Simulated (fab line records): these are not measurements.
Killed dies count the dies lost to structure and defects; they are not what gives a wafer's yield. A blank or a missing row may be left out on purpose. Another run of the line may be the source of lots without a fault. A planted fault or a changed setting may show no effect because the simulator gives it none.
fab line records	flow nand-harc
record: lots: 12	wafers: 36	last-day: 24
route steps=1159 shown P_BONDPAD@352 A_M1@1046 A_BONDPAD@1075 END@1159
lots that met no fault: taken from a fault-free run of the same line
start-h: start of the lot's first displayed wafer, in hours after the record's first day	wait-h: time in hours since the lot's previous step	" the same as in the row above	L1.1+2: several wafers, shown together as one row	- either no value or no given start	* or withheld: withheld	< > ~ a bound
route shown NAME@n: a module of which the file shows steps, and the number in the route of the first	usual: mean/standard deviation of fault-free wafers	same: alike in all rows	chamber/n: place in a boat	sites: the reading at each site	_std_site: standard deviation across them	_edge_site: the outer-site mean with the inner-site mean subtracted	radius-mm: for every site, how far away it sits from the centre of the wafer	mask NAME#n: copy n	behind: the last tool/chamber to shape the wafer	hold: what put the lot on hold/how long, in hours/how the hold closed	device: the transistor (n, p or np) that didn't switch	end of line: the same wafers' tests at the end of the route	a step given without rows: its recipe and nothing more	killed: the dies lost at the first sort to structure and to defects; this is not the yield of the wafer	map: a wafer's dies, marking killed ones x, the rest . and places with no die _
set.NAME: the setting that was run; set.NAME@STEP: the one run at that earlier step	model.NAME: the simulator's own value behind a step, which no gauge read
steps of the route over a sample of lots; a table a step, a row a wafer
services: the hour from which a tool's chamber was out of use, counted from the record's first day as start-h (under 0 if before that day), plus the number of hours and why
== steps ==
step: NHARC_P_BONDPAD_CMP_32
recipe: target-thk-nm: 200	material: SiCN
usual: edge-zone-pressure-frac: 1.000/0.005	motor-current-A: 11.8/0.98
lot.wafer	tool	chamber	start-h	wait-h	edge-zone-pressure-frac	motor-current-A
L931.1	cmp-01	3	130.23	-	0.996	12.1
L931.2	"	0	"	"	1.001	11.4
L931.6	"	3	"	"	1.002	12.1
L932.4	cmp-02	1	136.15	-	1.017	13.5
L932.5	"	3	"	"	0.995	13.0
L932.6	"	0	"	"	0.993	10.2
L934.1	cmp-01	2	156.76	-	0.998	10.9
L934.6	"	3	"	"	1.000	12.3
L934.5	"	0	"	"	1.002	12.1
L935.2	cmp-04	2	158.24	-	1.003	11.5
L935.4	"	0	"	"	0.993	11.6
L935.3	"	1	"	"	0.997	11.5
L936.1	cmp-02	0	161.99	-	0.999	10.1
L936.4	"	1	"	"	1.003	13.1
L936.3	"	3	"	"	1.002	12.5
L937.3	cmp-04	1	162.74	-	1.002	11.2
L937.5	"	2	"	"	0.992	11.7
L937.6	"	3	"	"	0.999	12.4
L938.4	cmp-01	3	171.27	-	0.998	11.9
L938.2	"	1	"	"	1.007	13.6
L938.5	"	0	"	"	1.002	11.5
L943.1	cmp-02	1	219.68	-	0.996	13.0
L943.4	"	2	"	"	1.012	11.8
L943.5	"	0	"	"	0.999	9.8
L946.2	cmp-01	1	227.29	-	0.997	12.7
L946.1	"	2	"	"	1.010	10.6
L946.5	"	1	"	"	1.003	14.0
L947.4	cmp-01	2	228.23	0.3	1.000	11.1
L947.2	"	3	"	"	0.999	12.3
L947.1	"	1	"	"	1.003	13.3
L950.3	cmp-04	3	243.85	-	1.007	12.2
L950.5	"	2	"	"	1.002	11.4
L950.6	"	3	"	"	1.002	12.0
L951.1	cmp-02	1	247.62	-	1.000	13.1
L951.2	"	2	"	"	1.004	11.8
L951.6	"	0	"	"	0.996	10.0
step: NHARC_A_M1_DEGAS_29
recipe: temp-c: 250	time-s: 60
usual: heater-power-w: 329/33
lot.wafer	tool	chamber	start-h	wait-h	heater-power-w
L932.4	pvd-sputter-02	-	413.49	-	312
L932.6	"	-	"	"	313
L932.5	"	-	"	"	269
L931.2	pvd-sputter-01	-	416.92	-	345
L931.1	"	-	"	"	352
L931.6	"	-	"	"	331
L936.4	pvd-sputter-02	-	427.75	-	266
L936.3	"	-	"	"	350
L936.1	"	-	"	"	319
L937.3	pvd-sputter-03	-	431.75	-	321
L937.6	"	-	"	"	281
L937.5	"	-	"	"	357
L934.1	pvd-sputter-01	-	441.40	-	346
L934.6	"	-	"	"	353
L934.5	"	-	"	"	354
L935.2	pvd-sputter-01	-	446.15	-	357
L935.4	"	-	"	"	350
L935.3	"	-	"	"	377
L938.2	pvd-sputter-02	-	448.10	-	368
L938.4	"	-	"	"	318
L938.5	"	-	"	"	308
L943.1	pvd-sputter-03	-	488.57	-	333
L943.4	"	-	"	"	350
L943.5	"	-	"	"	348
L947.1	pvd-sputter-02	-	512.83	-	352
L947.4	"	-	"	"	316
L947.2	"	-	"	"	317
L946.1	pvd-sputter-03	-	514.64	-	335
L946.2	"	-	"	"	344
L946.5	"	-	"	"	272
L950.3	pvd-sputter-02	-	518.62	-	263
L950.5	"	-	"	"	267
L950.6	"	-	"	"	311
L951.2	pvd-sputter-02	-	519.56	-	320
L951.1	"	-	"	"	347
L951.6	"	-	"	"	352
step: NHARC_A_M1_PVD_21
recipe: target-thk-a: 300	chamber-pressure-pa: 5	power-w: 5000	substrate-temp-c: 30	time-s: 20.49	material: Cu
usual: throttle-valve-pct: 30.2/0.84
lot.wafer	tool	chamber	start-h	wait-h	throttle-valve-pct
L932.4	pvd-sputter-02	-	-	-	28.8
L932.6	"	-	"	"	30.6
L932.5	"	-	"	"	30.0
L931.2	pvd-sputter-01	-	-	-	30.2
L931.1	"	-	"	"	29.5
L931.6	"	-	"	"	31.9
L936.3	pvd-sputter-02	-	-	-	30.2
L936.1	"	-	"	"	29.8
L936.4	"	-	"	"	30.5
L937.3	pvd-sputter-03	-	-	-	30.0
L937.5	"	-	"	"	30.3
L937.6	"	-	"	"	30.3
L934.1	pvd-sputter-01	-	-	-	29.0
L934.6	"	-	"	"	29.7
L934.5	"	-	"	"	32.0
L935.2	pvd-sputter-01	-	-	-	30.4
L935.3	"	-	"	"	31.9
L935.4	"	-	"	"	29.3
L938.2	pvd-sputter-02	-	-	-	30.6
L938.4	"	-	"	"	30.0
L938.5	"	-	"	"	30.3
L943.4	pvd-sputter-03	-	-	-	30.1
L943.1	"	-	"	"	30.0
L943.5	"	-	"	"	30.3
L947.2	pvd-sputter-02	-	-	-	30.2
L947.4	"	-	"	"	30.2
L947.1	"	-	"	"	29.0
L946.2	pvd-sputter-03	-	-	-	29.6
L946.1	"	-	"	"	30.7
L946.5	"	-	"	"	30.5
L950.3	pvd-sputter-02	-	-	-	30.6
L950.5	"	-	"	"	30.6
L950.6	"	-	"	"	29.9
L951.1	pvd-sputter-02	-	-	-	30.4
L951.2	"	-	"	"	30.0
L951.6	"	-	"	"	30.3
step: NHARC_A_BONDPAD_DESCUM_11
recipe: time-s: 3	o2-flow-sccm: 200	ar-flow-sccm: 0	bias-power-w: 0	chemistry: O2
usual: drypump-motor-current-A: 5.63/0.26	oes-product-au: 0.999/0.0082	rf-vpp-V: 57.7/0.89	showerhead-plenum-p-Torr: 1.89/0.058	throttle-valve-pct: 11.312/0.0092
lot.wafer	tool	chamber	start-h	wait-h	drypump-motor-current-A	oes-product-au	rf-hours-counter-h	rf-vpp-V	showerhead-plenum-p-Torr	throttle-valve-pct
L932.6	rie-diel-09	0	417.46	-	5.76	0.997	-	57.3	1.81	11.297
L932.5	"	2	"	"	6.01	0.984	-	55.9	1.76	11.309
L932.4	"	3	"	"	6.10	1.015	-	58.6	1.94	11.335
L931.1	rie-diel-13	0	420.69	-	5.61	0.989	5	58.9	1.92	11.305
L931.2	"	1	"	"	5.09	0.985	5	57.0	1.83	11.322
L931.6	"	3	"	"	5.77	1.000	-	56.2	1.95	11.319
L936.1	rie-diel-03	0	431.71	-	5.89	1.001	12	58.3	1.90	11.313
L936.4	"	1	"	"	5.62	0.980	12	58.6	1.91	11.315
L936.3	"	3	"	"	5.72	1.009	11	56.2	1.82	11.312
L937.3	rie-diel-13	3	435.33	-	5.77	0.995	6	57.6	1.95	11.313
L937.5	"	1	"	"	5.13	0.999	-	56.6	1.83	11.316
L937.6	"	2	"	"	5.67	1.014	-	59.2	1.88	11.304
L934.1	rie-diel-03	1	445.44	-	5.64	0.995	18	57.2	1.91	11.301
L934.5	"	3	"	"	5.71	1.019	-	57.5	1.81	11.321
L934.6	"	0	"	"	5.85	1.006	-	56.3	1.89	11.306
L935.2	rie-diel-13	2	449.74	-	5.67	1.001	5	57.1	1.88	11.311
L935.4	"	3	"	"	5.78	0.994	6	58.5	1.95	11.307
L935.3	"	1	"	"	5.13	0.996	6	58.1	1.83	11.308
L938.4	rie-diel-13	0	452.26	-	5.63	1.003	6	57.4	1.92	11.305
L938.2	"	1	"	"	5.15	0.986	6	56.9	1.83	11.308
L938.5	"	0	"	"	5.64	0.999	-	58.7	1.92	11.309
L943.4	rie-diel-13	1	492.28	-	5.15	0.997	1	56.7	1.83	11.309
L943.1	"	2	"	"	5.69	1.013	1	56.3	1.88	11.297
L943.5	"	3	"	"	5.79	0.989	-	58.8	1.95	11.305
L947.1	rie-diel-03	2	516.63	-	5.87	1.009	44	58.1	1.96	11.303
L947.2	"	3	"	"	5.72	1.015	45	56.9	1.81	11.315
L947.4	"	0	"	"	5.91	0.995	44	57.5	1.89	11.335
L946.1	rie-diel-13	3	519.24	-	5.76	0.993	2	56.5	1.95	11.332
L946.2	"	0	"	"	5.62	1.005	2	60.2	1.92	11.320
L946.5	"	3	"	"	5.77	1.006	-	59.3	1.95	11.306
L950.3	rie-diel-13	0	522.78	-	5.62	0.993	2	57.9	1.92	11.311
L950.5	"	1	"	"	5.13	0.993	-	57.2	1.82	11.301
L950.6	"	2	"	"	5.68	0.997	-	57.7	1.88	11.315
L951.1	rie-diel-09	1	523.30	-	5.46	0.991	14	56.6	1.80	11.318
L951.2	"	2	"	"	5.99	0.999	14	59.1	2.07	11.301
L951.6	"	2	"	"	5.99	0.999	-	58.8	2.07	11.314
step: NHARC_END_SORT_01
recipe: temp-c: 25
usual: defect-limited-yield: 95.3/1.7	killed-at-array: 28/11	killed-at-other: 0.5/0.85	killed-at-periphery: 2.7/1.9	killed-dies: 32/12	killed-open: 3.3/1.6	killed-short: 2.1/1.5	sort_bin_2_pct: 1.5/0.71	sort_bin_3_pct: 0.25/0.23	sort_bin_4_pct: 3.0/1.1	sort-n-pass: 645/12	sort-rim-yield-pct: 95/3.1	sort-yield-pct: 95.3/1.7
same: gross-dies: 677	sort_bin_5_pct[%]: 0	sort_bin_6_pct[%]: 0	sort_bin_7_pct[%]: 0	sort_bin_8_pct[%]: 0	sort-rim-n-gross: 106.00
lot.wafer	tool	chamber	start-h	wait-h	defect-limited-yield[%]	killed-at-array	killed-at-other	killed-at-periphery	killed-dies	killed-open	killed-short	sort_bin_2_pct[%]	sort_bin_3_pct[%]	sort_bin_4_pct[%]	sort-n-pass	sort-rim-yield-pct[%]	sort-yield-pct[%]
L943.1	prober-01	0	525.81	2.5	95.0	30	0	4	34	2	3	1.5	0.15	3.4	643	96	95.0
L943.4	prober-01	0	528.20	3.4	93.1	37	0	10	47	4	3	2.1	0.44	4.4	630	92	93.1
L943.5	prober-01	0	529.00	3.7	94.5	32	1	4	37	3	1	2.2	0.30	3.0	640	95	94.5
L947.1	prober-02	0	548.36	2.5	61.0	23	0	241	264	2	1	12.9	2.22	23.9	413	54	61.0
L947.2	prober-02	0	549.16	2.8	96.0	27	0	0	27	4	1	1.5	0	2.5	650	94	96.0
L947.4	prober-02	0	550.76	3.4	95.7	27	0	2	29	3	0	1.2	0.30	2.8	648	94	95.7
L946.1	prober-01	0	556.25	2.5	96.9	16	3	2	21	2	3	0.4	0	2.7	656	98	96.9
L946.2	prober-01	0	557.05	2.8	61.2	12	0	251	263	3	1	13.4	2.95	22.5	414	58	61.2
L946.5	prober-01	0	559.44	3.7	62.0	13	0	244	257	3	2	11.5	2.51	23.9	420	59	62.0
killed by level:class
L943.1 A_SLIT:chamber-film-flake=15 A_CHANNEL_HOLE_D1:chamber-film-flake=5 A_STAIRCASE:chamber-film-flake=3 A_SOURCE_PLATE:geometric-particle:short=2 P_M1:chamber-film-flake=2 A_CONTACT:chamber-film-flake=2 P_CONTACT:geometric-particle:open=1 A_SGD_CUT:geometric-particle:short=1
L943.4 A_SLIT:chamber-film-flake=16 A_CHANNEL_HOLE_D1:chamber-film-flake=7 P_M1:chamber-film-flake=5 A_CONTACT:chamber-film-flake=4 P_STI:chamber-film-flake=3 A_CONTACT:geometric-particle:open=2 A_M0:chamber-film-flake=2 P_GATE:geometric-particle:open=1
L943.5 A_SLIT:chamber-film-flake=15 A_CHANNEL_HOLE_D1:chamber-film-flake=6 A_STAIRCASE:chamber-film-flake=4 P_M1:chamber-film-flake=3 A_CONTACT:chamber-film-flake=3 P_GATE:geometric-particle:open=1 A_SGD_CUT:geometric-particle:open=1 A_WL_FILL:geometric-particle:short=1
L947.1 P_BONDPAD:unspecified=240 A_CHANNEL_HOLE_D1:chamber-film-flake=13 A_CONTACT:chamber-film-flake=4 A_STAIRCASE:chamber-film-flake=2 P_CONTACT:geometric-particle:open=1 A_CHANNEL_FILL_D1:geometric-particle:open=1 A_CHANNEL_FILL_D1:geometric-particle:short=1 A_ZERO_WELL:chamber-film-flake=1
L947.2 A_CHANNEL_HOLE_D1:chamber-film-flake=16 A_CONTACT:chamber-film-flake=4 A_M0:geometric-particle:open=2 A_STAIRCASE:chamber-film-flake=2 A_CONTACT:geometric-particle:open=1 A_BLC:geometric-particle:open=1 A_M0:geometric-particle:short=1
L947.4 A_CHANNEL_HOLE_D1:chamber-film-flake=17 A_STAIRCASE:chamber-film-flake=4 A_CONTACT:chamber-film-flake=3 P_M0:geometric-particle:open=1 A_STAIRCASE:geometric-particle:open=1 A_CONTACT:geometric-particle:open=1 P_M1:chamber-film-flake=1 A_WL_FILL:chamber-film-flake=1
L946.1 A_CHANNEL_HOLE_D1:chamber-film-flake=8 A_STAIRCASE:chamber-film-flake=3 A_CONTACT:chamber-film-flake=3 P_CONTACT:geometric-particle:open=1 A_ONON_D1:geometric-particle:short=1 A_WL_FILL:geometric-particle:short=1 STARTING-WAFER:geometric-particle:short=1 P_BONDPAD:chamber-film-flake=1
L946.2 P_BONDPAD:unspecified=250 A_STAIRCASE:chamber-film-flake=4 A_CHANNEL_HOLE_D1:chamber-film-flake=2 A_CONTACT:chamber-film-flake=2 P_CONTACT:geometric-particle:open=1 A_SGD_CUT:geometric-particle:short=1 A_CONTACT:geometric-particle:open=1 A_M0:geometric-particle:open=1
L946.5 P_BONDPAD:unspecified=242 A_CHANNEL_HOLE_D1:chamber-film-flake=4 A_CONTACT:chamber-film-flake=3 P_M2:geometric-particle:short=1 A_CHANNEL_FILL_D1:geometric-particle:open=1 A_ONON_D1:geometric-particle:open=1 A_CHANNEL_FILL_D1:chamber-film-flake=1 A_CONTACT:geometric-particle:open=1
== services ==
tool	chamber	start-h	hours	kind
cmp-01	-	116.55	3.3	repair
cmp-01	-	126.29	0.2	repair
pvd-sputter-01	-	158.00	10.0	pm
pvd-sputter-02	-	204.09	1.2	repair
pvd-sputter-02	-	211.80	0.9	repair
pvd-sputter-02	-	214.02	10.0	pm
pvd-sputter-01	-	272.68	1.7	repair
rie-diel-13	-	276.00	9.0	pm
pvd-sputter-03	-	280.00	10.0	pm
pvd-sputter-01	-	316.78	6.8	repair
pvd-sputter-01	-	336.00	10.0	pm
rie-diel-13	0	349.91	9.2	repair
pvd-sputter-01	-	355.03	1.7	repair
rie-diel-13	1	369.07	13.9	repair
pvd-sputter-02	-	392.02	10.0	pm
rie-diel-13	2	413.50	10.4	repair
pvd-sputter-02	-	415.97	2.9	repair
rie-diel-13	-	453.00	9.0	pm
pvd-sputter-03	-	458.00	10.0	pm
rie-diel-13	1	462.67	11.4	repair
pvd-sputter-02	-	487.12	0.6	repair
pvd-sputter-03	-	509.94	3.9	repair
pvd-sputter-01	-	514.00	10.0	pm
pvd-sputter-02	-	521.46	2.7	repair
== key ==
first-sign: step: NHARC_END_SORT_01	reading: killed-at-periphery	direction: up	sigmas: 99+	usual: 2.7	struck: 245.3
effect: step: NHARC_END_SORT_01	reading: defect-limited-yield	direction: down	sigmas: 20	usual: 95.3	struck: 61.4
more-kills-born-at: NHARC_P_BONDPAD_CMP_32@cmp-01: 732
met-at NHARC_P_BONDPAD_CMP_32
struck-lots L946,L947
struck-wafers L946.2,L946.5,L947.1
not-acting-at NHARC_A_M1_DEGAS_29,NHARC_A_M1_PVD_21,NHARC_A_BONDPAD_DESCUM_11
onset-between 171.27 227.29
fault: kind: chamber-particle-source	tool: cmp-01	chamber: 1	onset-h: 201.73	steps: NHARC_P_BONDPAD_CMP_32	rate-per-visit-cm2: 0.49496	end-h: 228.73
